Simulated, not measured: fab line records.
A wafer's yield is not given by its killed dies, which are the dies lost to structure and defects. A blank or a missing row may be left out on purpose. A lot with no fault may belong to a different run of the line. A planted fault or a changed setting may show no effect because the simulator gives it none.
fab line records | flow n5-finfet | part 1 of 2: steps 1 to 18 of 25
record: lots: 5 wafers: 15 last-day: 18
route steps=1938 shown HKMG_FIN@426
lots untouched by any fault: they come from a run of this same line in which no faults occurred
start-h: hours from the record's first day to the start of the lot's first wafer shown | wait-h: time in hours since the lot's previous step | " same as the row above | L1.1+2: one row covering several wafers at once | - either no value or no given start | * or withheld: withheld | < > ~ a bound
route shown NAME@n: a module of which the file shows steps, and the number in the route of the first | usual: mean and standard deviation over wafers with no fault | same: alike in all rows | chamber/n: place in a boat | sites: each site's reading | _std_site: the values' standard deviation | _edge_site: outer sites' mean less inner sites' | radius-mm: how far each site lies from the wafer's centre | mask NAME#n: copy n | behind: the most recent tool/chamber to have shaped the wafer | hold: what put the lot on hold/how long, in hours/how the hold closed | device: transistor that didn't switch, given as n, p or np | end of line: the same wafers' tests at the end of the route | where a step has no rows: the recipe by itself | killed: at the first sort, the dies lost to defects and structure; wafer yield is something else | map: a wafer's dies, x killed, . not, _ none there
set.NAME: the run value of the setting; set.NAME@STEP: its run value at that earlier step | model.NAME: the simulator's own value behind a step, which no gauge read
lots at some steps of the route; a table a step, a row a wafer
services: when a tool's chamber went out of use (start-h, in hours from the record's first day, below 0 if earlier), for how many hours, and the reason
== steps ==
step: N5_HKMG_FIN_SOFTBAKE_07
recipe: temp-c: 110 time-s: 60 resist: CAR-ArF
usual: resist-line-temp-C: 23.00/0.1
same: time-s: 60
columns lot.wafer tool chamber start-h wait-h resist-line-temp-C
L075.1 litho-track-02 0 - - 23.09
L075.4 " 0 " " 23.06
L075.5 " 0 " " 22.85
L079.2 litho-track-04 0 - - 23.15
L079.3 " 0 " " 23.15
L079.4 " 0 " " 23.08
L085.2 litho-track-02 0 - - 22.90
L085.4 " 0 " " 22.90
L085.6 " 0 " " 23.03
L091.1 litho-track-02 0 - - 23.12
L091.4 " 0 " " 22.99
L091.6 " 0 " " 23.03
L096.1 litho-track-04 0 - - 23.10
L096.2 " 0 " " 23.05
L096.3 " 0 " " 23.12
step: N5_HKMG_FIN_EXPOSE_09
recipe: mask-id: NWFM na: 1.35 source-shape: conventional sigma-outer: 0.8 polarization: unpolarized dose-mj: 39.25
same: sigma-outer: 0.8
columns lot.wafer tool chamber start-h wait-h mask
L075.1+4+5 arfi-scanner-03 0 82.69 - NWFM#0
L079.2+3+4 arfi-scanner-02 0 108.86 - NWFM#0
L085.2+4+6 arfi-scanner-03 0 143.97 - NWFM#0
L091.1+4+6 arfi-scanner-02 0 177.87 - NWFM#0
L096.1+2+3 arfi-scanner-01 0 208.52 - NWFM#0
step: N5_HKMG_FIN_PEB_10
recipe: peb-temp-c: withheld peb-time-s: 60 resist: CAR-ArF
usual: resist-line-temp-C: 22.98/0.1
columns lot.wafer tool chamber start-h wait-h resist-line-temp-C
L075.1 litho-track-02 0 82.74 0.1 22.91
L075.4 " 0 " " 23.08
L075.5 " 0 " " 22.97
L079.2 litho-track-03 0 108.91 0.0 23.09
L079.3 " 0 " " 22.83
L079.4 " 0 " " 22.94
L085.2 litho-track-02 0 144.02 0.0 22.96
L085.4 " 0 " " 22.94
L085.6 " 0 " " 23.12
L091.1 litho-track-03 0 177.93 0.1 22.84
L091.4 " 0 " " 22.90
L091.6 " 0 " " 22.75
L096.1 litho-track-02 0 208.58 0.1 23.12
L096.2 " 0 " " 22.86
L096.3 " 0 " " 22.99
step: N5_HKMG_FIN_DEVELOP_11
recipe: develop-time-s: 30 developer: TMAH resist: CAR-ArF dev-temp-c: 23 rinse-liquid: diw dry: air-spin
usual: resist-line-temp-C: 23.01/0.11
columns lot.wafer tool chamber start-h wait-h resist-line-temp-C
L075.1 litho-track-02 0 - - 23.20
L075.4 " 0 " " 23.05
L075.5 " 0 " " 23.09
L079.2 litho-track-03 0 - - 23.18
L079.3 " 0 " " 23.05
L079.4 " 0 " " 22.98
L085.2 litho-track-02 0 - - 23.05
L085.4 " 0 " " 23.20
L085.6 " 0 " " 23.20
L091.1 litho-track-03 0 - - 22.91
L091.4 " 0 " " 22.93
L091.6 " 0 " " 22.88
L096.1 litho-track-02 0 - - 22.91
L096.2 " 0 " " 23.07
L096.3 " 0 " " 22.96
step: N5_HKMG_FIN_CD_MEAS_12
recipe: target-cd-nm: 92.8 landing-energy-ev: 500 detector: se-inlens
usual: cd-nm: 93.3/0.79
columns lot.wafer tool chamber start-h wait-h cd-nm
L075.1 cd-sem-03 0 82.81 - 92.9
L075.4 " 0 " " 93.4
L075.5 " 0 " " 93.9
L079.2 cd-sem-02 0 108.98 - 93.0
L079.3 " 0 " " 93.4
L079.4 " 0 " " 92.9
L085.2 cd-sem-02 0 144.09 - 94.1
L085.4 " 0 " " 94.7
L085.6 " 0 " " 93.6
L091.1 cd-sem-03 0 177.99 - 94.0
L091.4 " 0 " " 93.2
L091.6 " 0 " " 94.8
L096.1 cd-sem-03 0 208.64 - 93.5
L096.2 " 0 " " 94.4
L096.3 " 0 " " 94.4
step: N5_HKMG_FIN_OVL_MEAS_13
recipe: points-per-wafer: 44
usual: NWFM_OVL: -0.1/0.8
columns lot.wafer tool chamber start-h wait-h NWFM_OVL[nm]
L075.1 overlay-01 0 82.87 0.1 0.6
L075.4 " 0 " " 0.0
L075.5 " 0 " " -0.3
L079.2 overlay-02 0 109.01 0.0 -0.9
L079.3 " 0 " " 0.5
L079.4 " 0 " " -0.9
L085.2 overlay-02 0 144.11 0.0 -1.5
L085.4 " 0 " " -1.4
L085.6 " 0 " " -1.1
L091.1 overlay-02 0 178.02 0.0 -0.5
L091.4 " 0 " " -0.9
L091.6 " 0 " " -0.8
L096.1 overlay-01 0 208.67 0.0 0.8
L096.2 " 0 " " -0.5
L096.3 " 0 " " 0.2
step: N5_HKMG_FIN_INSPECT_14
recipe: mode: adi inspect-instrument: macro
usual: raw-defect-count: 2.1/1.4
columns lot.wafer tool chamber start-h wait-h raw-defect-count
L075.1 defect-inspect-01 - 82.90 0.0 3
L075.4 " - " " 1
L075.5 " - " " 7
L079.2 defect-inspect-02 - 109.03 0.0 2
L079.3 " - " " 0
L079.4 " - " " 4
L085.2 defect-inspect-02 - 144.14 0.0 3
L085.4 " - " " 3
L085.6 " - " " 3
L091.1 defect-inspect-01 - 178.05 0.0 1
L091.4 " - " " 0
L091.6 " - " " 1
L096.1 defect-inspect-01 - 208.70 0.0 2
L096.2 " - " " 2
L096.3 " - " " 1
step: N5_HKMG_FIN_DESCUM_17
recipe: chemistry: O2 time-s: 7.9 source-power-w: 50 bias-power-w: 20 pressure-mtorr: 20 rf-frequency-hz: 2.712e+07 temp-c: 40 resist: CAR-ArF o2-flow-sccm: 225
usual: drypump-motor-current-A: 5.9/0.41 oes-product-au: 0.78/0.084 rf-vpp-V: 243.4/1.7 showerhead-plenum-p-Torr: 2.10/0.074 throttle-valve-pct: 20.38/0.18
same: time-s: 7.9
columns lot.wafer tool chamber start-h wait-h drypump-motor-current-A oes-product-au rf-hours-counter-h rf-vpp-V showerhead-plenum-p-Torr throttle-valve-pct
L075.1 rie-diel-06 0 82.94 0.0 6.4 0.78 91 244.0 2.11 20.11
L075.4 " 0 " " 6.3 0.78 - 243.2 2.11 20.10
L075.5 " 1 " " 5.7 0.88 - 242.2 2.05 20.18
L079.2 rie-diel-06 1 109.28 0.3 5.7 0.86 56 241.4 2.05 20.22
L079.3 " 2 " " 4.9 0.75 182 244.0 2.10 20.49
L079.4 " 1 " " 5.7 0.86 - 242.9 2.05 20.21
L085.2 rie-diel-04 2 144.17 0.0 6.0 0.86 59 244.7 2.20 20.28
L085.4 " 3 " " 5.8 0.69 233 241.1 1.99 20.19
L085.6 " 1 " " 5.8 0.71 - 244.1 2.14 20.46
L091.1 rie-diel-06 2 178.08 0.0 4.9 0.72 214 241.4 2.09 20.56
L091.4 " 0 " " 6.3 0.74 - 243.1 2.09 20.17
L091.6 " 2 " " 4.9 0.71 - 241.7 2.09 20.55
L096.1 rie-diel-06 0 208.73 0.0 6.4 0.74 146 243.5 2.09 20.19
L096.2 " 2 " " 4.9 0.70 225 242.6 2.08 20.57
L096.3 " 3 " " 6.4 0.77 143 244.1 2.19 20.50
step: N5_HKMG_FIN_ETCH_31
recipe: chemistry: CF4 target: SiARC target-depth-a: 455 mask-material: CAR-ArF time-s: 75.8 ion-energy-ev: 80 pressure-mtorr: 40 source-w: 545 bias-w: 36 Ar_flow_sccm: 100 cf4-flow-sccm: 100 ends: cleared
usual: drypump-motor-current-A: 5.9/0.41 etch-rf-on-time-s: 77.0/2.3 oes-product-au: 0.66/0.07 rf-vpp-V: 184.2/1.3 showerhead-plenum-p-Torr: 2.15/0.073 throttle-valve-pct: 15.59/0.18
columns lot.wafer tool chamber start-h wait-h drypump-motor-current-A etch-rf-on-time-s oes-product-au rf-hours-counter-h rf-vpp-V showerhead-plenum-p-Torr throttle-valve-pct
L075.1 rie-diel-06 0 82.97 0.0 6.4 77.0 0.67 91 184.8 2.17 15.42
L075.4 " 0 " " 6.4 76.2 0.68 - 183.9 2.17 15.40
L075.5 " 1 " " 5.8 77.5 0.74 - 183.3 2.09 15.33
L079.2 rie-diel-06 1 109.32 0.0 5.8 78.1 0.72 56 183.0 2.09 15.35
L079.3 " 2 " " 4.9 75.6 0.65 182 183.8 2.13 15.54
L079.4 " 1 " " 5.7 78.0 0.72 - 184.2 2.09 15.35
L085.2 rie-diel-04 2 144.21 0.0 5.9 74.8 0.73 59 187.8 2.26 15.52
L085.4 " 3 " " 5.8 73.3 0.59 233 181.9 2.04 15.52
L085.6 " 1 " " 5.8 81.1 0.58 - 184.3 2.18 15.72
L091.1 rie-diel-06 2 178.12 0.0 4.9 76.2 0.62 214 183.3 2.12 15.62
L091.4 " 0 " " 6.4 78.2 0.64 - 182.4 2.16 15.47
L091.6 " 2 " " 4.9 76.0 0.62 - 183.8 2.12 15.62
L096.1 rie-diel-06 0 208.77 0.0 6.4 76.6 0.64 146 184.3 2.16 15.53
L096.2 " 2 " " 4.9 76.8 0.61 225 184.9 2.12 15.64
L096.3 " 3 " " 6.4 76.3 0.66 143 184.7 2.24 15.56
step: N5_HKMG_FIN_ETCH_32
recipe: chemistry: N2/H2 target: SOC target-depth-a: 2400 temp-c: 40 time-s: 300 ion-energy-ev: 200 mask-material: SiARC pressure-mtorr: 30 source-w: 840 bias-w: 150 n2-flow-sccm: 200 h2-flow-sccm: 200
usual: drypump-motor-current-A: 5.9/0.41 oes-product-au: 0.77/0.082 rf-vpp-V: 524.3/2.7 showerhead-plenum-p-Torr: 2.56/0.1 throttle-valve-pct: 17.82/0.21
same: time-s: 300
columns lot.wafer tool chamber start-h wait-h drypump-motor-current-A oes-product-au rf-hours-counter-h rf-vpp-V showerhead-plenum-p-Torr throttle-valve-pct
L075.1 rie-diel-06 0 83.03 0.0 6.4 0.79 91 523.3 2.58 17.72
L075.4 " 0 " " 6.4 0.79 - 523.7 2.58 17.71
L075.5 " 1 " " 5.8 0.87 - 523.7 2.48 17.59
L079.2 rie-diel-06 1 109.38 0.0 5.8 0.85 56 522.6 2.48 17.60
L079.3 " 2 " " 4.9 0.76 182 524.3 2.54 17.99
L079.4 " 1 " " 5.8 0.84 - 522.4 2.48 17.59
L085.2 rie-diel-04 2 144.26 0.0 6.0 0.85 59 526.9 2.68 17.79
L085.4 " 3 " " 5.8 0.70 233 520.3 2.41 17.58
L085.6 " 1 " " 5.8 0.68 - 526.6 2.61 17.95
L091.1 rie-diel-06 2 178.17 0.0 4.9 0.72 214 522.2 2.53 18.05
L091.4 " 0 " " 6.4 0.75 - 524.0 2.56 17.80
L091.6 " 2 " " 4.9 0.72 - 522.6 2.53 18.04
L096.1 rie-diel-06 0 208.82 0.0 6.4 0.73 146 523.2 2.56 17.82
L096.2 " 2 " " 4.9 0.71 225 523.7 2.52 18.07
L096.3 " 3 " " 6.5 0.77 143 528.2 2.66 17.91
step: N5_HKMG_FIN_STRIP_33
recipe: chemistry: N2/H2 temp-c: 40 n2-flow-sccm: 200 h2-flow-sccm: 200 rf-frequency-hz: 6e+07
columns lot.wafer tool chamber start-h wait-h
L075.1+4+5 rie-diel-06 0,0,1 83.21 0.1
L079.2+3+4 rie-diel-06 1,2,1 109.56 0.1
L085.2+4+6 rie-diel-04 2,3,1 144.44 0.1
L091.1+4+6 rie-diel-06 2,0,2 178.35 0.1
L096.1+2+3 rie-diel-06 0,2,3 209.00 0.1
step: N5_HKMG_FIN_STRIP_34
recipe: chemistry: CF4 resist: SiARC power-w: 300 bias-power-w: 75 pressure-mtorr: 50 cf4-flow-sccm: 150 rf-frequency-hz: 6e+07
usual: drypump-motor-current-A: 5.9/0.42 oes-product-au: 0.77/0.079 rf-vpp-V: 271.4/1.6 showerhead-plenum-p-Torr: 1.80/0.061 throttle-valve-pct: 13.57/0.18
columns lot.wafer tool chamber start-h wait-h drypump-motor-current-A oes-product-au rf-hours-counter-h rf-vpp-V showerhead-plenum-p-Torr throttle-valve-pct
L075.1 rie-diel-06 0 83.22 0.0 6.4 0.79 91 272.0 1.83 13.38
L075.4 " 0 " " 6.4 0.79 - 272.1 1.83 13.38
L075.5 " 1 " " 5.7 0.87 - 269.0 1.75 13.29
L079.2 rie-diel-06 1 109.57 0.0 5.7 0.85 57 269.8 1.75 13.31
L079.3 " 2 " " 4.9 0.75 182 270.2 1.79 13.56
L079.4 " 1 " " 5.8 0.84 - 268.7 1.75 13.32
L085.2 rie-diel-04 2 144.45 0.0 5.9 0.84 60 272.2 1.90 13.50
L085.4 " 3 " " 5.8 0.68 233 269.9 1.72 13.57
L085.6 " 1 " " 5.8 0.71 - 271.8 1.81 13.69
L091.1 rie-diel-06 2 178.36 0.0 4.9 0.73 214 271.2 1.78 13.63
L091.4 " 0 " " 6.4 0.75 - 271.0 1.81 13.48
L091.6 " 2 " " 5.0 0.73 - 271.8 1.78 13.63
L096.1 rie-diel-06 0 209.01 0.0 6.4 0.74 146 271.3 1.81 13.52
L096.2 " 2 " " 4.9 0.72 225 269.8 1.77 13.66
L096.3 " 3 " " 6.4 0.77 143 272.0 1.89 13.62
step: N5_HKMG_FIN_ETCH_35
recipe: chemistry: N2/H2 target: SOC target-depth-a: 2158 ion-energy-ev: 65 bias-w: 5 source-w: 3000 time-s: 243.4 pressure-mtorr: 30 n2-flow-sccm: 200 h2-flow-sccm: 200
usual: drypump-motor-current-A: 5.9/0.42 oes-product-au: 0.77/0.082 rf-vpp-V: 141.8/1.1 showerhead-plenum-p-Torr: 2.56/0.1 throttle-valve-pct: 17.83/0.22
same: time-s: 243.4
columns lot.wafer tool chamber start-h wait-h drypump-motor-current-A oes-product-au rf-hours-counter-h rf-vpp-V showerhead-plenum-p-Torr throttle-valve-pct
L075.1 rie-diel-06 0 83.24 0.0 6.4 0.79 91 141.6 2.58 17.73
L075.4 " 0 " " 6.4 0.79 - 140.8 2.58 17.73
L075.5 " 1 " " 5.8 0.87 - 141.5 2.48 17.59
L079.2 rie-diel-06 1 109.59 0.0 5.7 0.84 57 141.7 2.48 17.61
L079.3 " 2 " " 4.9 0.76 182 142.6 2.54 18.01
L079.4 " 1 " " 5.8 0.84 - 143.0 2.48 17.61
L085.2 rie-diel-04 2 144.47 0.0 5.9 0.85 60 142.5 2.68 17.79
L085.4 " 3 " " 5.8 0.70 233 141.3 2.41 17.60
L085.6 " 1 " " 5.8 0.68 - 141.5 2.61 17.94
L091.1 rie-diel-06 2 178.38 0.0 4.9 0.73 215 141.2 2.53 18.06
L091.4 " 0 " " 6.4 0.75 - 140.4 2.56 17.80
L091.6 " 2 " " 4.9 0.72 - 142.8 2.53 18.06
L096.1 rie-diel-06 0 209.03 0.0 6.4 0.74 146 141.8 2.56 17.82
L096.2 " 2 " " 4.9 0.71 225 142.8 2.52 18.08
L096.3 " 3 " " 6.4 0.76 143 143.5 2.66 17.91
step: N5_HKMG_FIN_STRIP_92
recipe: chemistry: N2/H2 material: SOC time-s: 20 power-w: 500 temp-c: 40 pressure-mtorr: 50 rf-frequency-hz: 6e+07 bias-power-w: 8 h2-frac: 0.5 n2-flow-sccm: 300 h2-flow-sccm: 300
usual: drypump-motor-current-A: 5.9/0.42 oes-product-au: 0.77/0.084 rf-vpp-V: 54.2/0.85 showerhead-plenum-p-Torr: 3.38/0.13 throttle-valve-pct: 19.1/0.4
same: time-s: 20
columns lot.wafer tool chamber start-h wait-h drypump-motor-current-A oes-product-au rf-hours-counter-h rf-vpp-V showerhead-plenum-p-Torr throttle-valve-pct
L075.1 rie-diel-06 0 83.39 0.1 6.4 0.79 91 54.2 3.41 19.2
L075.4 " 0 " " 6.4 0.78 - 54.0 3.41 19.2
L075.5 " 1 " " 5.8 0.86 - 54.1 3.28 19.0
L079.2 rie-diel-06 1 109.74 0.1 5.8 0.84 57 53.6 3.28 19.0
L079.3 " 2 " " 4.9 0.75 182 54.5 3.35 19.8
L079.4 " 1 " " 5.8 0.83 - 53.2 3.28 19.0
L085.2 rie-diel-04 2 144.62 0.1 5.9 0.86 60 53.0 3.54 19.2
L085.4 " 3 " " 5.8 0.70 233 53.2 3.19 18.5
L085.6 " 1 " " 5.8 0.68 - 54.1 3.44 19.0
L091.1 rie-diel-06 2 178.53 0.1 4.9 0.73 215 56.0 3.34 19.9
L091.4 " 0 " " 6.4 0.75 - 53.1 3.38 19.2
L091.6 " 2 " " 4.9 0.73 - 54.1 3.34 19.9
L096.1 rie-diel-06 0 209.18 0.1 6.4 0.74 146 53.0 3.38 19.3
L096.2 " 2 " " 5.0 0.72 225 53.9 3.33 19.9
L096.3 " 3 " " 6.4 0.76 143 54.8 3.51 19.4
step: N5_HKMG_FIN_WET_ETCH_18
recipe: chemistry: SC1 target: TiN mix: 1:1:5 temp-c: * time-s: 55 target-depth-nm: 5.2 dry: ipa-marangoni rinse-time-s: 30 rinse-temp-c: 23
same: time-s: 55
columns lot.wafer tool chamber start-h wait-h
L075.1+4+5 wet-bench-01 4,1,0 83.47 0.1
L079.2+3+4 wet-bench-02 2,4,3 109.82 0.1
L085.2+4+6 wet-bench-06 5,1,3 144.71 0.1
L091.1+4+6 wet-bench-02 2,5,3 178.62 0.1
L096.1+2+3 wet-bench-06 3,6,1 209.26 0.1
step: N5_HKMG_FIN_STRIP_19
recipe: chemistry: N2/H2 power-w: 2500 temp-c: 300 h2-frac: 0.65 time-s: 360 pressure-mtorr: withheld n2-flow-sccm: 1750 h2-flow-sccm: 3250
usual: drypump-motor-current-A: 5.7/0.41 heater-power-w: 499/34
same: time-s: 360
columns lot.wafer tool chamber start-h wait-h drypump-motor-current-A heater-power-w rf-hours-counter-h
L075.1 plasma-asher-02 1 83.57 0.0 5.8 447 78
L075.4 " 1 " " 5.8 441 -
L075.5 " 1 " " 5.7 441 -
L079.2 plasma-asher-01 1 109.88 0.0 6.2 538 52
L079.3 " 0 " " 5.5 502 -
L079.4 " 1 " " 6.3 546 -
L085.2 plasma-asher-01 1 144.77 0.0 6.3 544 59
L085.4 " 1 " " 6.2 527 -
L085.6 " 1 " " 6.3 541 -
L091.1 plasma-asher-01 1 178.68 0.0 6.2 541 66
L091.4 " 0 " " 5.5 497 -
L091.6 " 0 " " 5.5 507 -
L096.1 plasma-asher-01 1 209.33 0.0 6.3 548 72
L096.2 " 0 " " 5.5 517 72
L096.3 " 1 " " 6.3 528 -
step: N5_HKMG_FIN_ALD_91
recipe: material: TiN target-thk-a: 10 temp-c: 400 ald-precursor-family: TiCl4 ald-co-reactant: NH3 pulse-time-s: 1 purge-time-s: 3 co-reactant-purge-time-s: 2 co-reactant-pulse-time-s: 2 ald-cycles: 47 pressure-torr: 3
usual: heater-power-outer-w: 520/70 heater-power-w: 863/130 precursor-pulse-height-rel: 0.998/0.021
columns lot.wafer tool chamber start-h wait-h heater-power-outer-w heater-power-w precursor-pulse-height-rel since-wet-clean-h
L075.1 ald-metal-01 0 83.95 0.3 585 1104 0.996 4362
L075.4 " 2 " " 409 693 1.002 4362
L075.5 " 1 " " 546 907 1.010 -
L079.2 ald-metal-01 0 110.27 0.3 592 1092 1.025 4389
L079.3 " 3 " " 522 778 0.981 4389
L079.4 " 2 " " 413 700 0.987 4389
L085.2 ald-metal-01 1 145.15 0.3 553 917 0.972 4423
L085.4 " 3 " " 515 757 0.990 4423
L085.6 " 0 " " 591 1096 1.002 -
L091.1 ald-metal-01 3 179.21 0.4 530 780 0.964 4458
L091.4 " 2 " " 413 689 1.013 4458
L091.6 " 2 " " 405 695 0.991 -
L096.1 ald-metal-01 1 209.71 0.3 545 900 1.011 4488
L096.2 " 2 " " 419 702 1.002 4488
L096.3 " 3 " " 526 762 0.977 4488
step: N5_HKMG_FIN_COAT_85
recipe: resist: SOC temp-c: 250 time-s: 60 spin-rpm: 1500 resist-thk-nm: 300
usual: resist-line-temp-C: 23.00/0.1
same: time-s: 60
columns lot.wafer tool chamber start-h wait-h resist-line-temp-C
L075.1 litho-track-04 0 84.23 0.2 23.19
L075.4 " 0 " " 22.89
L075.5 " 0 " " 23.14
L079.2 litho-track-03 0 110.55 0.2 22.82
L079.3 " 0 " " 23.02
L079.4 " 0 " " 22.96
L085.2 litho-track-02 0 145.43 0.2 23.16
L085.4 " 0 " " 22.97
L085.6 " 0 " " 23.10
L091.1 litho-track-02 0 179.48 0.2 23.11
L091.4 " 0 " " 23.04
L091.6 " 0 " " 23.15
L096.1 litho-track-02 0 209.99 0.2 23.01
L096.2 " 0 " " 23.03
L096.3 " 0 " " 23.08
